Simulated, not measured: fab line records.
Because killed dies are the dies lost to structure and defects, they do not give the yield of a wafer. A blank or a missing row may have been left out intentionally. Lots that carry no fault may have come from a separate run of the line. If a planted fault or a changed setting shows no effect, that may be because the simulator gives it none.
fab line records | flow nand-harc | part 2 of 2: steps 20 to 27 of 27
record: lots: 5 | wafers: 15 | last-day: 32
route steps=1302 shown A_CHANNEL_HOLE_D1@473 A_CHANNEL_FILL_D1@490
lots untouched by any fault: they come from a run of this same line in which no faults occurred
start-h: hours from the record's opening day to when the first of the lot's shown wafers began | wait-h: hours from the lot's prior step to this one | " identical to the entry in the row above | L1.1+2: a single row standing in for several wafers | - value missing, or start not given | * or withheld: withheld | < > ~ a bound
route shown NAME@n: NAME is a module with steps in the file, n the number in the route of the first one | usual: the fault-free wafers' mean and standard deviation | same: alike in all rows | chamber/n: place in a boat | sites: the reading at each site | _std_site: how widely they spread, as a standard deviation | _edge_site: outer sites' mean less inner sites' | radius-mm: how far each site lies from the wafer's centre | mask NAME#n: copy n | behind: the most recent tool/chamber to have shaped the wafer | hold: why the lot went on hold/how many hours it stayed there/how the hold came to an end | device: the transistor (n, p or np) that didn't switch | end of line: tests of these same wafers at the route's end | step lacking rows: just its recipe | killed: the dies lost at the first sort to structure and to defects; this is not the yield of the wafer | map: shows each die of a wafer: x if killed, . if not, _ if none is there
set.NAME: the setting as run; set.NAME@STEP: as run at that earlier step | model.NAME: the simulator's own value behind a step, which no gauge read
a table for each step, a row for each wafer; lots at some steps of the route
services: a tool's chamber out of use, with start hour (start-h, from the record's first day; less than 0 if before it), hours out, and reason
== steps ==
step: NHARC_A_CHANNEL_FILL_D1_ALD_02
recipe: target-thk-a: 60 | pulse-time-s: 10 | ald-cycles: 60 | temp-c: 300 | material: SiO2
usual: heater-power-outer-w: 252/27 | heater-power-w: 450/40 | precursor-pulse-height-rel: 0.999/0.021 | susceptor-temp-C: 299.96/0.2
lot.wafer | tool      | chamber | start-h | wait-h | heater-power-outer-w | heater-power-w | precursor-pulse-height-rel | susceptor-temp-C
L075.2    | ald-hk-02 | 0       | 194.15  | -      | 238                  | 458            | 0.996                      | 299.97
L075.6    | "         | 3       | "       | "      | 196                  | 364            | 0.975                      | 300.26
L075.5    | "         | 0       | "       | "      | 240                  | 448            | 0.969                      | 299.46
L079.3    | ald-hk-04 | 1       | 232.04  | -      | 301                  | 486            | 0.994                      | 300.04
L079.2    | "         | 3       | "       | "      | 252                  | 432            | 1.003                      | 300.13
L079.6    | "         | 1       | "       | "      | 302                  | 485            | 1.000                      | 299.86
L093.1    | ald-hk-04 | 3       | 374.31  | -      | 251                  | 433            | 1.001                      | 300.10
L093.6    | "         | 1       | "       | "      | 295                  | 481            | 0.990                      | 299.83
L093.5    | "         | 2       | "       | "      | 226                  | 407            | 0.958                      | 299.91
L094.2    | ald-hk-04 | 0       | 395.37  | -      | 257                  | 447            | 0.977                      | 300.03
L094.3    | "         | 1       | "       | "      | 291                  | 479            | 1.034                      | 299.53
L094.1    | "         | 2       | "       | "      | 224                  | 414            | 0.967                      | 299.93
L095.1    | ald-hk-01 | 2       | 407.50  | -      | 279                  | 501            | 1.002                      | 300.20
L095.3    | "         | 3       | "       | "      | 269                  | 509            | 1.006                      | 299.69
L095.6    | "         | 3       | "       | "      | 267                  | 496            | 1.004                      | 299.90
step: NHARC_A_CHANNEL_FILL_D1_ALD_03
recipe: target-thk-a: 60 | pulse-time-s: 60 | ald-cycles: 58 | temp-c: 630 | pressure-torr: 2 | material: SiNx
usual: precursor-pulse-height-rel: 0.999/0.022 | susceptor-temp-C: 629.96/0.28
lot.wafer | tool             | chamber | start-h | wait-h | precursor-pulse-height-rel | susceptor-temp-C
L075.2    | ald-sin-batch-02 | 0       | -       | -      | 0.994                      | -
L075.5    | "                | 0       | "       | "      | 0.978                      | -
L075.6    | "                | 0       | "       | "      | 1.033                      | -
L079.2    | ald-sin-batch-01 | 0       | -       | -      | 0.992                      | 629.80
L079.3    | "                | 0       | "       | "      | 1.031                      | 630.28
L079.6    | "                | 0       | "       | "      | 1.013                      | 629.87
L093.1    | ald-sin-batch-03 | 0       | -       | -      | 0.957                      | 629.72
L093.5    | "                | 0       | "       | "      | 0.996                      | 629.90
L093.6    | "                | 0       | "       | "      | 0.998                      | 629.92
L094.1    | ald-sin-batch-03 | 0       | -       | -      | 1.031                      | 629.69
L094.2    | "                | 0       | "       | "      | 0.989                      | 629.89
L094.3    | "                | 0       | "       | "      | 1.035                      | 629.77
L095.1    | ald-sin-batch-03 | 0       | -       | -      | 1.001                      | -
L095.3    | "                | 0       | "       | "      | 1.001                      | -
L095.6    | "                | 0       | "       | "      | 1.054                      | -
step: NHARC_A_CHANNEL_FILL_D1_ALD_14
recipe: target-thk-a: 25 | pulse-time-s: 10 | ald-cycles: 25 | temp-c: 300 | material: SiO2
usual: heater-power-outer-w: 252/27 | heater-power-w: 446/34 | precursor-pulse-height-rel: 1.002/0.022 | susceptor-temp-C: 299.98/0.2
lot.wafer | tool      | chamber | start-h | wait-h | heater-power-outer-w | heater-power-w | precursor-pulse-height-rel | susceptor-temp-C
L075.2    | ald-hk-04 | 1       | 201.20  | 0.2    | 305                  | 495            | 0.998                      | 299.79
L075.6    | "         | 2       | "       | "      | 225                  | 421            | 0.983                      | 300.04
L075.5    | "         | 3       | "       | "      | 251                  | 428            | 1.012                      | 299.93
L079.2    | ald-hk-02 | 2       | 238.98  | 0.0    | 272                  | 457            | 0.996                      | 299.67
L079.3    | "         | 1       | "       | "      | 248                  | 458            | 0.995                      | 300.18
L079.6    | "         | 2       | "       | "      | 271                  | 465            | 0.994                      | 299.90
L093.1    | ald-hk-04 | 2       | 381.22  | 0.1    | 220                  | 411            | 1.048                      | -
L093.6    | "         | 1       | "       | "      | 292                  | 482            | 1.008                      | -
L093.5    | "         | 2       | "       | "      | 225                  | 422            | 0.979                      | -
L094.1    | ald-hk-04 | 3       | 402.43  | 0.0    | 249                  | 435            | 0.994                      | 300.07
L094.2    | "         | 0       | "       | "      | 246                  | 447            | 0.983                      | 300.17
L094.3    | "         | 1       | "       | "      | 300                  | 492            | 0.973                      | 299.50
L095.3    | ald-hk-02 | 2       | 414.46  | 0.0    | 271                  | 465            | 1.039                      | 299.93
L095.1    | "         | 0       | "       | "      | 254                  | 463            | 1.001                      | 299.63
L095.6    | "         | 2       | "       | "      | 270                  | 465            | 0.974                      | 300.05
step: NHARC_A_CHANNEL_FILL_D1_ALD_15
recipe: target-thk-a: 20 | pulse-time-s: 60 | ald-cycles: 19 | temp-c: 630 | pressure-torr: 2 | material: SiNx
usual: precursor-pulse-height-rel: 1.002/0.018
lot.wafer | tool             | chamber | start-h | wait-h | precursor-pulse-height-rel
L075.2    | ald-sin-batch-01 | 0       | -       | -      | 0.977
L075.5    | "                | 0       | "       | "      | 1.008
L075.6    | "                | 0       | "       | "      | 1.002
L079.2    | ald-sin-batch-02 | 0       | -       | -      | 0.999
L079.3    | "                | 0       | "       | "      | 1.006
L079.6    | "                | 0       | "       | "      | 1.009
L093.1    | ald-sin-batch-02 | 0       | -       | -      | 1.009
L093.5    | "                | 0       | "       | "      | 1.033
L093.6    | "                | 0       | "       | "      | 1.014
L094.1    | ald-sin-batch-03 | 0       | -       | -      | 1.003
L094.2    | "                | 0       | "       | "      | 1.031
L094.3    | "                | 0       | "       | "      | 1.002
L095.1    | ald-sin-batch-01 | 0       | -       | -      | 1.029
L095.3    | "                | 0       | "       | "      | 0.996
L095.6    | "                | 0       | "       | "      | 1.018
step: NHARC_A_CHANNEL_FILL_D1_ALD_16
recipe: target-thk-a: 15 | pulse-time-s: 10 | ald-cycles: 15 | temp-c: 300 | material: SiO2
usual: heater-power-outer-w: 250/26 | heater-power-w: 447/36 | precursor-pulse-height-rel: 1.000/0.019 | susceptor-temp-C: 299.99/0.18
lot.wafer | tool      | chamber | start-h | wait-h | heater-power-outer-w | heater-power-w | precursor-pulse-height-rel | susceptor-temp-C
L075.2    | ald-hk-02 | 2       | 206.30  | 0.1    | 277                  | 459            | 0.988                      | -
L075.6    | "         | 0       | "       | "      | 239                  | 434            | 0.992                      | -
L075.5    | "         | 1       | "       | "      | 249                  | 445            | 0.975                      | -
L079.3    | ald-hk-02 | 1       | 244.18  | 0.1    | 257                  | 450            | 1.006                      | 300.60
L079.2    | "         | 2       | "       | "      | 283                  | 467            | 1.011                      | 299.91
L079.6    | "         | 3       | "       | "      | 194                  | 367            | 1.016                      | 299.92
L093.1    | ald-hk-02 | 1       | 386.40  | 0.1    | 256                  | 448            | 0.997                      | 300.09
L093.6    | "         | 3       | "       | "      | 211                  | 376            | 1.011                      | 299.69
L093.5    | "         | 0       | "       | "      | 251                  | 463            | 0.975                      | 300.06
L094.1    | ald-hk-02 | 3       | 407.60  | 0.0    | 201                  | 379            | 0.955                      | 299.86
L094.2    | "         | 1       | "       | "      | 254                  | 452            | 1.006                      | 300.13
L094.3    | "         | 2       | "       | "      | 277                  | 459            | 0.984                      | 300.12
L095.3    | ald-hk-02 | 0       | 420.68  | 1.1    | 249                  | 462            | 1.011                      | 300.02
L095.1    | "         | 1       | "       | "      | 253                  | 447            | 1.008                      | 299.77
L095.6    | "         | 3       | "       | "      | 200                  | 380            | 1.011                      | 299.90
step: NHARC_A_CHANNEL_FILL_D1_ANNEAL_17
recipe: temp-c: 850 | time-s: 1800
usual: spike-tc-lower-C: 850.9/1.3 | spike-tc-upper-C: 851.1/1.3
lot.wafer | tool       | chamber | start-h | wait-h | spike-tc-lower-C | spike-tc-upper-C
L075.2    | furnace-08 | 0       | 208.94  | -      | 852.5            | 850.0
L075.5    | "          | 0       | "       | "      | 850.8            | 851.5
L075.6    | "          | 0       | "       | "      | 850.7            | 852.2
L079.2    | furnace-01 | 0       | 244.96  | -      | 851.0            | 851.3
L079.3    | "          | 0       | "       | "      | 849.3            | 850.0
L079.6    | "          | 0       | "       | "      | 851.8            | 852.2
L093.1    | furnace-08 | 0       | 389.66  | -      | 852.0            | 850.3
L093.5    | "          | 0       | "       | "      | 852.9            | 852.9
L093.6    | "          | 0       | "       | "      | 852.1            | 849.6
L094.1    | furnace-08 | 0       | 410.91  | -      | 849.9            | 852.0
L094.2    | "          | 0       | "       | "      | 851.2            | 851.5
L094.3    | "          | 0       | "       | "      | 851.7            | 850.9
L095.1    | furnace-03 | 0       | 423.71  | -      | 849.9            | 850.9
L095.3    | "          | 0       | "       | "      | 853.0            | 849.7
L095.6    | "          | 0       | "       | "      | 848.9            | 851.0
step: NHARC_A_CHANNEL_FILL_D1_CVD_18
recipe: target-thk-a: 30 | temp-c: 550 | material: poly-Si
usual: spike-tc-lower-C: 549.7/1 | spike-tc-upper-C: 548.9/1.2
lot.wafer | tool          | chamber | start-h | wait-h | spike-tc-lower-C | spike-tc-upper-C
L075.2    | lpcvd-poly-03 | 0       | 215.35  | -      | 550.3            | 552.6
L075.5    | "             | 0       | "       | "      | 549.0            | 550.7
L075.6    | "             | 0       | "       | "      | 547.9            | 548.6
L079.2    | lpcvd-poly-01 | 0       | 251.46  | -      | 549.9            | 546.8
L079.3    | "             | 0       | "       | "      | 549.6            | 550.0
L079.6    | "             | 0       | "       | "      | 549.2            | 550.2
L093.1    | lpcvd-poly-04 | 0       | 396.23  | -      | 551.0            | 547.9
L093.5    | "             | 0       | "       | "      | 547.2            | 547.7
L093.6    | "             | 0       | "       | "      | 549.4            | 549.5
L094.1    | lpcvd-poly-03 | 0       | 417.28  | -      | 549.6            | 550.0
L094.2    | "             | 0       | "       | "      | 549.1            | 551.1
L094.3    | "             | 0       | "       | "      | 551.0            | 549.9
L095.1    | lpcvd-poly-03 | 0       | 430.13  | -      | 550.2            | 548.8
L095.3    | "             | 0       | "       | "      | 549.1            | 548.4
L095.6    | "             | 0       | "       | "      | 547.4            | 547.4
step: NHARC_A_CHANNEL_FILL_D1_ETCHBACK_19
recipe: target-depth-a: 50 | time-s: 1.7 | hbr-flow-sccm: 150 | cl2-flow-sccm: 50 | rf-w: 400 | icp-w: 400 | bias-w: 100 | chemistry: HBr/Cl2
usual: drypump-motor-current-A: 5.8/0.4 | oes-product-au: 0.994/0.0092 | throttle-valve-pct: 26.405/0.0088
lot.wafer | tool      | chamber | start-h | wait-h | drypump-motor-current-A | oes-product-au | rf-hours-counter-h | throttle-valve-pct
L075.2    | rie-si-01 | 3       | 217.43  | 0.4    | 6.1                     | 0.999          | 0.0                | 26.410
L075.5    | "         | 0       | "       | "      | 6.4                     | 1.007          | -                  | 26.397
L075.6    | "         | 1       | "       | "      | 5.3                     | 0.991          | -                  | 26.405
L079.3    | rie-si-01 | 0       | 253.52  | 0.4    | 6.4                     | 0.986          | 0.3                | 26.402
L079.2    | "         | 2       | "       | "      | 6.0                     | 0.978          | 0.2                | 26.416
L079.6    | "         | 2       | "       | "      | 6.0                     | 0.971          | -                  | 26.411
L093.1    | rie-si-02 | 3       | 398.37  | 0.4    | 6.5                     | 1.011          | 0.8                | 26.403
L093.5    | "         | 0       | "       | "      | 6.1                     | 0.996          | -                  | 26.395
L093.6    | "         | 1       | "       | "      | 5.4                     | 0.992          | -                  | 26.407
L094.3    | rie-si-02 | 2       | 419.36  | 0.4    | 6.2                     | 0.996          | 0.9                | 26.390
L094.2    | "         | 3       | "       | "      | 6.5                     | 1.011          | 0.9                | 26.394
L094.1    | "         | 0       | "       | "      | 6.1                     | 0.998          | 0.9                | 26.417
L095.1    | rie-si-03 | 2       | 432.22  | 0.4    | 5.6                     | 0.998          | 0.1                | 26.405
L095.3    | "         | 3       | "       | "      | 5.3                     | 1.001          | 0.2                | 26.403
L095.6    | "         | 2       | "       | "      | 5.6                     | 0.983          | -                  | 26.406
== services ==
tool             | chamber | start-h | hours | kind
wet-bench-01     | -       | 169.24  | 7.1   | repair
ald-sin-batch-01 | -       | 171.61  | 4.7   | repair
ald-hk-02        | -       | 176.13  | 10.0  | pm
furnace-08       | -       | 183.94  | 5.8   | repair
wet-bench-05     | -       | 185.80  | 2.3   | repair
ald-sin-batch-02 | -       | 189.07  | 2.0   | repair
rie-diel-10      | 0       | 191.77  | 4.4   | repair
wet-bench-03     | -       | 210.40  | 8.0   | pm
rie-diel-10      | -       | 242.51  | 9.0   | pm
wet-bench-02     | -       | 244.00  | 8.0   | pm
ald-hk-04        | -       | 257.15  | 10.0  | pm
wet-bench-05     | -       | 260.80  | 8.0   | pm
rie-diel-10      | -       | 277.42  | 0.7   | repair
wet-bench-01     | -       | 277.60  | 8.0   | pm
wet-bench-02     | -       | 278.48  | 0.9   | repair
har-etch-01      | -       | 313.12  | 0.8   | repair
wet-bench-02     | -       | 323.28  | 9.7   | repair
rie-diel-10      | 0       | 348.01  | 14.6  | repair
ald-hk-02        | -       | 354.13  | 10.0  | pm
har-etch-02      | -       | 377.00  | 17.0  | pm
ald-hk-04        | -       | 383.65  | 0.5   | repair
wet-bench-03     | -       | 386.40  | 8.0   | pm
rie-diel-10      | -       | 419.51  | 9.0   | pm
wet-bench-02     | -       | 420.00  | 8.0   | pm
